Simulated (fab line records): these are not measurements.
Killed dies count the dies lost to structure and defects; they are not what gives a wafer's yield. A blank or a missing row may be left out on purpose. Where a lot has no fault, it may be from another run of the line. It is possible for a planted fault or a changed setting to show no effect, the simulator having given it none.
Chamber matching :: flow nand-harc :: NHARC_P_GATE_DESCUM_13 on rie-diel-13 has 4 sister chambers
The step chemistry O2, time 3 s. 16 wafers are shown with their chamber, then 8 later ones without.

## EACH WAFER AND ITS CHAMBER
wafer: L076.1
chamber: 0
showerhead-plenum-p-Torr (Torr): 1.95
oes-product-au (a.u.): 1.008
rf-vpp-V (V): 57.3

wafer: L076.2
chamber: 2
showerhead-plenum-p-Torr (Torr): 2.02
oes-product-au (a.u.): 1.006
rf-vpp-V (V): 57.6

wafer: L076.3
chamber: 1
showerhead-plenum-p-Torr (Torr): 1.97
oes-product-au (a.u.): 1.014
rf-vpp-V (V): 57.8

wafer: L079.1
chamber: 0
showerhead-plenum-p-Torr (Torr): 1.95
oes-product-au (a.u.): 0.996
rf-vpp-V (V): 59.5

wafer: L079.5
chamber: 0
showerhead-plenum-p-Torr (Torr): 1.95
oes-product-au (a.u.): 1.005
rf-vpp-V (V): 57.9

wafer: L079.6
chamber: 1
showerhead-plenum-p-Torr (Torr): 1.97
oes-product-au (a.u.): 0.999
rf-vpp-V (V): 58.5

wafer: L081.2
chamber: 0
showerhead-plenum-p-Torr (Torr): 1.95
oes-product-au (a.u.): 0.990
rf-vpp-V (V): 57.5

wafer: L081.3
chamber: 2
showerhead-plenum-p-Torr (Torr): 2.02
oes-product-au (a.u.): 1.005
rf-vpp-V (V): 58.3

wafer: L081.6
chamber: 1
showerhead-plenum-p-Torr (Torr): 1.97
oes-product-au (a.u.): 1.002
rf-vpp-V (V): 59.1

wafer: L084.3
chamber: 3
showerhead-plenum-p-Torr (Torr): 1.85
oes-product-au (a.u.): 0.996
rf-vpp-V (V): 58.2

wafer: L084.4
chamber: 0
showerhead-plenum-p-Torr (Torr): 1.95
oes-product-au (a.u.): 0.993
rf-vpp-V (V): 57.8

wafer: L084.5
chamber: 1
showerhead-plenum-p-Torr (Torr): 1.97
oes-product-au (a.u.): 0.994
rf-vpp-V (V): 57.9

wafer: L086.3
chamber: 0
showerhead-plenum-p-Torr (Torr): 1.95
oes-product-au (a.u.): 0.992
rf-vpp-V (V): 59.3

wafer: L086.4
chamber: 2
showerhead-plenum-p-Torr (Torr): 2.02
oes-product-au (a.u.): 0.999
rf-vpp-V (V): 57.5

wafer: L086.6
chamber: 0
showerhead-plenum-p-Torr (Torr): 1.95
oes-product-au (a.u.): 0.997
rf-vpp-V (V): 59.0

wafer: L092.1
chamber: 2
showerhead-plenum-p-Torr (Torr): 2.01
oes-product-au (a.u.): 1.004
rf-vpp-V (V): 57.7

SIGNATURES (averages over the wafers above)
reading: showerhead-plenum-p-Torr
chamber 0: 1.9500
chamber 1: 1.9700
chamber 2: 2.0175
chamber 3: 1.8500
scatter within a chamber: 0.0025

reading: oes-product-au
chamber 0: 0.99729
chamber 1: 1.00225
chamber 2: 1.00350
chamber 3: 0.99600
scatter within a chamber: 0.00659

reading: rf-vpp-V
chamber 0: 58.329
chamber 1: 58.325
chamber 2: 57.775
chamber 3: 58.200
scatter within a chamber: 0.733
Rule: for a wafer and a chamber, the distance is found by dividing, reading by reading, the gap between the wafer's reading and the chamber's mean by the reading's scatter, squaring, summing and taking the root. If the next closest chamber is less than 2 further off than the closest, the wafer can't be placed; otherwise it belongs to the closest. How the scatter is found: for the shown wafers, subtract from each reading the mean of its chamber, square and add these, divide the total by (wafers less chambers), then take the root.

## WAFERS WITHOUT THEIR CHAMBER
wafer: L092.2
showerhead-plenum-p-Torr (Torr): 1.96
oes-product-au (a.u.): 0.993
rf-vpp-V (V): 57.4

wafer: L092.5
showerhead-plenum-p-Torr (Torr): 1.95
oes-product-au (a.u.): 0.995
rf-vpp-V (V): 59.4

wafer: L095.1
showerhead-plenum-p-Torr (Torr): 1.85
oes-product-au (a.u.): 0.985
rf-vpp-V (V): 57.8

wafer: L095.4
showerhead-plenum-p-Torr (Torr): 1.96
oes-product-au (a.u.): 0.996
rf-vpp-V (V): 55.9

wafer: L095.5
showerhead-plenum-p-Torr (Torr): 1.96
oes-product-au (a.u.): 1.006
rf-vpp-V (V): 57.5

wafer: L097.1
showerhead-plenum-p-Torr (Torr): 1.96
oes-product-au (a.u.): 1.011
rf-vpp-V (V): 57.6

wafer: L097.3
showerhead-plenum-p-Torr (Torr): 1.85
oes-product-au (a.u.): 0.992
rf-vpp-V (V): 57.7

wafer: L097.6
showerhead-plenum-p-Torr (Torr): 1.95
oes-product-au (a.u.): 1.015
rf-vpp-V (V): 59.2

## WHICH CHAMBER EACH ONE RAN IN
wafer: L092.2
from the rows above: can't be placed: 0 or 1
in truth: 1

wafer: L092.5
from the rows above: 0
in truth: 0

wafer: L095.1
from the rows above: 3
in truth: 3

wafer: L095.4
from the rows above: can't be placed: 0 or 1
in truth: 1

wafer: L095.5
from the rows above: can't be placed: 1 or 0
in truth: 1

wafer: L097.1
from the rows above: can't be placed: 1 or 0
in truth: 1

wafer: L097.3
from the rows above: 3
in truth: 3

wafer: L097.6
from the rows above: 0
in truth: 0
Correct placement for 4 of the 8. Not placeable from these rows: 4 (in 4, the candidates include the true chamber). 0 placed wrongly.
